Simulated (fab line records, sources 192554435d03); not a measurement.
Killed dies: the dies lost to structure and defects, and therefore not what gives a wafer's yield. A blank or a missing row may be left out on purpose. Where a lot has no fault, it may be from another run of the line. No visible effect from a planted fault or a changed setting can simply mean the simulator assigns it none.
Problem report in the 8D (eight disciplines) form, filled by code | flow n5Finfet | the parts of the form that need people (team, actions taken, sign-off) are left out

1. THE ISSUE
N5_MOL_CONTACT_COAG_ALD_27, runLengthS: mean 4001.3 s over 1 wafer from 1 lot; wafers with no fault: 2769.9 s, standard deviation 0.76. That is +99 or more standard deviations from the usual mean.
The step: deposits SiOC, target thk 17 nm, pulse time 1.5 s, time 2720 s.
Earliest sighting: wafer L283.2 on aldSin-04 at day 6 21:17. The record has a number at this step for 34 wafers belonging to 12 lots. The rule behind "out" and "out of limits": a value lying over 4 standard deviations away from the usual mean. Any other wafer with a number is counted as sound.

2. WHAT IT IS, WHAT IT ISN'T
question                    | is               | is not
which readings at this step | runLengthS       | heaterPowerW, precursorPulseHeightRel
which lots                  | L283             | L276, L277, L278, L279, L280, L281, L282, L292, L295, L296, L298
which wafers of those lots  | L283.2           | L283.4
read on which tools         | aldSin-04        | aldSin-02, aldSin-03
when                        | from day 6 21:17 | up to then (21 sound wafers); but 12 sound wafers of L292, L295, L296, L298 came after

3. SUSPECTS, AND WHAT RULES EACH OUT
Counting: if a tool at a process step up to the reading ran every lot that is out, it stays a suspect. Sound lots after the first of them don't rule it out here, since some wafers of a struck lot are sound.
- rieDiel-02 at N5_MOL_CONTACT_COAG_CONTACT_ETCH_14 (etches SiO2 in C4F6/O2, target depth 27.5 nm, overetch 8.5 nm, time 20 s): kept. It processed L283, the lot that is out, at day 6 15:55, and its most recent sound lot before then was L280 at day 6 02:48.
- pvdSputter-03 at N5_MOL_CONTACT_COAG_PRE_CLEAN_141 (time 60 s): kept. It processed L283, the lot that is out, at day 6 17:28, and its most recent sound lot before then was L277 at day 5 14:16.
- aldSin-04 at N5_MOL_CONTACT_COAG_ALD_27 (deposits SiOC, target thk 17 nm, pulse time 1.5 s, time 2720 s): kept. It processed L283, the lot that is out, at day 6 21:17, and its most recent sound lot before then was L282 at day 6 16:32. Out on those wafers are its own readings of runLengthS.
- The sound lot-mates ran in chamber 2 of rieDiel-02 at N5_MOL_CONTACT_COAG_CONTACT_ETCH_14, but the wafers that are out ran in chamber 3.
- The sound lot-mates ran in chamber 1 of aldSin-04 at N5_MOL_CONTACT_COAG_ALD_27, but the wafers that are out ran in chamber 0.
Left after counting: rieDiel-02 at N5_MOL_CONTACT_COAG_CONTACT_ETCH_14, pvdSputter-03 at N5_MOL_CONTACT_COAG_PRE_CLEAN_141, aldSin-04 at N5_MOL_CONTACT_COAG_ALD_27.

4. THE CAUSE (what the simulator had put in)
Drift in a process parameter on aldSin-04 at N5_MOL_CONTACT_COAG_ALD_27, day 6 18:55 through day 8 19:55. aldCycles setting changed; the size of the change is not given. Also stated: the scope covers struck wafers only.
Counting leaves 3 suspects; this tool is one of them.

5. THE CHAIN OF EFFECTS, in route order
Each row: a reading where the mean over the struck wafers with a number is more than 3 standard deviations away from the usual. Only readings for which the record gives a usual standard deviation are gone through. hours: the time from each lot's start at the first step in this table that gives one to its start at this step, as a median over the lots. sigmas: the change in usual standard deviations.
hours | step                       | reading    | usual    | on struck wafers | change  | sigmas
0     | N5_MOL_CONTACT_COAG_ALD_27 | runLengthS | 2769.9 s | 4001.3           | +1231.4 | +99 or more
Here are the process steps it includes:
- N5_MOL_CONTACT_COAG_ALD_27: deposits SiOC, target thk 17 nm, pulse time 1.5 s, time 2720 s.

6. HOW IT WOULD HAVE BEEN CAUGHT EARLIER
First out-of-limits reading in this record: day 6 21:17, which is 2 hours after fault onset at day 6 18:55.
